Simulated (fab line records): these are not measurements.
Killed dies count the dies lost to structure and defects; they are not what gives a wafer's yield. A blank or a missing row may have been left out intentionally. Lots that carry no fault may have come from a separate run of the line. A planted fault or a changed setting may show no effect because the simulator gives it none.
Code-filled problem report in 8D (eight disciplines) form -- flow n5Finfet -- the parts of the form that need people (team, actions taken, sign-off) are left out

1. THE PROBLEM
Mean of barrierFieldEndpointS at N5_BEOL_M12_CMP_49: 39.9 s across 4 wafers in 2 lots; on wafers with no fault it is 30.1 s (standard deviation 0.73). That is +13 standard deviations from the usual mean.
The step: polishes, stops on SiOC, t overpolish 20.6 s, target thk 320 nm.
The first sign was on wafer L679.4 at day 14 08:08, on cmp-01. The record holds 32 wafers of 11 lots with a number at this step. Rule for "out" (also "out of limits"): further than 4 standard deviations from the usual mean. Any other wafer with a number is counted as sound.

2. WHAT IT IS, WHAT IT ISN'T
question,is,is not
which readings at this step,barrierFieldEndpointS,"motorCurrentA, retainingRingPressureFrac"
which lots,"L679, L683","L670, L671, L672, L673, L674, L675, L676, L677, L681"
which wafers of those lots,"L679.4, L679.6, L683.4, L683.5","L679.2, L683.2"
read on which tools,cmp-01,"cmp-03, cmp-04"
when,from day 14 08:08,up to then (27 sound wafers); but 1 sound wafer of L683 came after

3. SUSPECTS, AND WHAT RULES EACH OUT
Counting: any tool at a process step up to the reading remains a suspect provided it ran every lot that is out. Sound lots after the first of them don't rule it out here, since some wafers of a struck lot are sound.
- pvdSputter-01 at N5_BEOL_M12_SPUTTER_43 (material TaN, target thk 15 nm, time 24.19 s): kept. Ran every lot that is out, first one L679 (day 14 07:22); last sound lot up to then L681 (day 14 06:50).
- cmp-01 at N5_BEOL_M12_CMP_49 (polishes, stops on SiOC, t overpolish 20.6 s, target thk 320 nm): kept. Ran every lot that is out, first one L679 (day 14 08:08); last sound lot up to then L681 (day 14 07:34). Its own readings are out on those wafers: barrierFieldEndpointS.
Left after counting: pvdSputter-01 at N5_BEOL_M12_SPUTTER_43, cmp-01 at N5_BEOL_M12_CMP_49.

4. THE CAUSE (what the simulator had put in)
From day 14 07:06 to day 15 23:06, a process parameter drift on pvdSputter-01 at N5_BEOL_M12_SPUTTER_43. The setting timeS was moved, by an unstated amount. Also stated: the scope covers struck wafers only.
After counting, 2 suspects remain, this tool included.

5. THE CHAIN OF EFFECTS, in route order
Rows list readings where the struck wafers' mean (over those with a number) sits beyond 3 standard deviations from the usual. Scope: only readings with a usual standard deviation given in the record; hours: median across lots of the time from each lot's start at the first step in this table that gives one to its start at this step; sigmas: change in usual standard deviations.
hours,step,reading,usual,on struck wafers,change,sigmas
0,N5_BEOL_M12_CMP_49,barrierFieldEndpointS,30.1 s,39.9,+9.8,+13
It contains these process steps:
- N5_BEOL_M12_CMP_49: polishes, stops on SiOC, t overpolish 20.6 s, target thk 320 nm.
Later steps that measure or inspect, where all struck wafers having a row at the step show a number for every such reading and not one has moved that far: N5_BEOL_M12_RS_MEAS_54.

6. WHAT WOULD HAVE CAUGHT IT SOONER
In this record the first reading out of limits was taken at day 14 08:08, 1 hour after the fault began at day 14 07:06.
No tool reading at N5_BEOL_M12_SPUTTER_43 that has a usual standard deviation in the record was out on any struck wafer, so an alarm limit of 4 standard deviations on those readings would not have fired.
Among the 2 lots that are out, L683 began N5_BEOL_M12_SPUTTER_43 on pvdSputter-01 after day 14 08:08. A hold on the tool at that time would have spared it.
